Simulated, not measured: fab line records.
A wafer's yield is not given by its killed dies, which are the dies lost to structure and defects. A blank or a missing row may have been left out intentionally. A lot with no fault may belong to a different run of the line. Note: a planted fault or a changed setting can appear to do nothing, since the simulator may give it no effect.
Chamber matching ; flow n5-finfet ; 4 sister chambers for N5_BEOL_M1_ALD_98 on ald-sin-02
The step deposits SiO2, target thk 2.5 nm, pulse time 1 s, co reactant pulse time 1 s. 18 wafers are shown with their chamber, then 9 later ones without.

WAFERS, EACH WITH ITS CHAMBER
wafer;chamber;heater-power-w (W);precursor-pulse-height-rel
L075.1;3;80;1.001
L075.2;1;71;1.015
L075.3;0;73;0.978
L075.4;2;74;0.999
L075.5;2;72;1.018
L075.6;3;76;1.001
L081.2;2;74;0.992
L081.5;1;72;1.020
L081.6;0;72;1.001
L084.2;1;71;0.975
L084.3;2;73;1.045
L084.4;3;78;0.983
L086.2;2;74;1.014
L086.4;1;71;0.983
L086.5;3;77;0.970
L090.3;1;71;0.955
L090.4;2;74;0.995
L090.6;2;73;0.963

SIGNATURES (averages over the wafers above)
reading;chamber 0;chamber 1;chamber 2;chamber 3;scatter within a chamber
heater-power-w;72.50;71.20;73.43;77.75;0.992
precursor-pulse-height-rel;0.98950;0.98960;1.00371;0.98875;0.0237
Rule: a wafer's distance from a chamber is the root of the sum, over the readings, of the square of ((its reading less the chamber's mean) divided by the reading's scatter). The wafer belongs to the nearest chamber; if the next one is less than 2 further off, it can't be placed. The scatter: the root of (the sum of the squares of (reading less its chamber's mean) over the shown wafers, divided by (wafers less chambers)).

WAFERS WHOSE CHAMBER IS MISSING
wafer;heater-power-w (W);precursor-pulse-height-rel
L091.1;73;1.015
L091.2;71;0.984
L091.3;77;0.979
L091.4;74;0.986
L091.5;72;0.995
L091.6;74;0.996
L095.1;77;1.040
L095.3;75;0.998
L095.5;73;0.970

CHAMBER TAKEN BY EACH
wafer;from the rows above;in truth
L091.1;can't be placed: 2 or 0 or 1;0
L091.2;can't be placed: 1 or 0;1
L091.3;3;3
L091.4;can't be placed: 2 or 0 or 1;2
L091.5;can't be placed: 0 or 1 or 2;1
L091.6;can't be placed: 2 or 0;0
L095.1;can't be placed: 3 or 2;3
L095.3;can't be placed: 2 or 0 or 3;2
L095.5;can't be placed: 0 or 2 or 1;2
Correct placement for 1 of the 9. Can't be placed from these rows: 8 (the true chamber is among the candidates in 8). Placed wrongly: 0.
